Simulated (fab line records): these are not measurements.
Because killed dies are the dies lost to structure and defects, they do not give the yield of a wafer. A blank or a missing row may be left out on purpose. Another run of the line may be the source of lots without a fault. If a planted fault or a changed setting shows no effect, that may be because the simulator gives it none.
Chamber matching	flow nand-harc	NHARC_A_STAIRCASE_STRIP_476 on rie-diel-01 has 4 sister chambers
The step strips in O2, time 20 s. 18 wafers are shown with their chamber, then 9 later ones without.

== WAFERS PAIRED WITH THEIR CHAMBERS ==
wafer	chamber	drypump-motor-current-A (A)	showerhead-plenum-p-Torr (Torr)	rf-vpp-V (V)
L075.2	1	5.9	3.45	56.6
L075.3	3	6.1	3.39	58.0
L075.4	2	5.7	3.26	58.1
L078.1	3	6.1	3.39	57.7
L078.3	0	5.4	3.28	57.1
L078.5	2	5.7	3.26	57.4
L087.4	0	5.4	3.80	59.0
L087.5	3	6.1	3.38	57.6
L087.6	1	5.9	3.44	57.7
L088.2	3	6.1	3.38	57.3
L088.4	2	5.7	3.80	57.2
L088.5	0	5.4	3.80	59.0
L090.3	1	5.9	3.43	57.7
L090.5	0	5.4	3.80	59.0
L090.6	3	6.1	3.37	57.3
L092.3	3	6.1	3.37	57.0
L092.4	3	6.1	3.37	57.4
L092.6	2	5.6	3.79	58.7

SIGNATURES, as means of the wafers listed above
reading	chamber 0	chamber 1	chamber 2	chamber 3	scatter within a chamber
drypump-motor-current-A	5.400	5.900	5.675	6.100	0.0231
showerhead-plenum-p-Torr	3.6700	3.4400	3.5275	3.3786	0.187
rf-vpp-V	58.525	57.333	57.850	57.471	0.63
Rule: for a wafer and a chamber, the distance is found by dividing, reading by reading, the gap between the wafer's reading and the chamber's mean by the reading's scatter, squaring, summing and taking the root. If the next closest chamber is less than 2 further off than the closest, the wafer can't be placed; otherwise it belongs to the closest. How the scatter is found: for the shown wafers, subtract from each reading the mean of its chamber, square and add these, divide the total by (wafers less chambers), then take the root.

== WAFERS WITHOUT THEIR CHAMBER ==
wafer	drypump-motor-current-A (A)	showerhead-plenum-p-Torr (Torr)	rf-vpp-V (V)
L094.4	5.7	3.79	58.1
L094.5	5.9	3.43	57.5
L094.6	5.7	3.79	57.8
L093.1	5.6	3.79	58.3
L093.3	5.9	3.43	57.4
L093.4	5.4	3.79	60.6
L096.1	6.0	3.36	56.7
L096.2	5.7	3.78	58.1
L096.4	5.4	3.79	59.5

== EACH ONE'S CHAMBER ==
wafer	from the rows above	in truth
L094.4	2	2
L094.5	1	1
L094.6	2	2
L093.1	2	2
L093.3	1	1
L093.4	0	0
L096.1	can't be placed: 1 or 3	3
L096.2	2	2
L096.4	0	0
Placed correctly: 8 of 9. Cannot be placed on the basis of these rows: 1; the candidates contain the true chamber in 1. 0 placed wrongly.
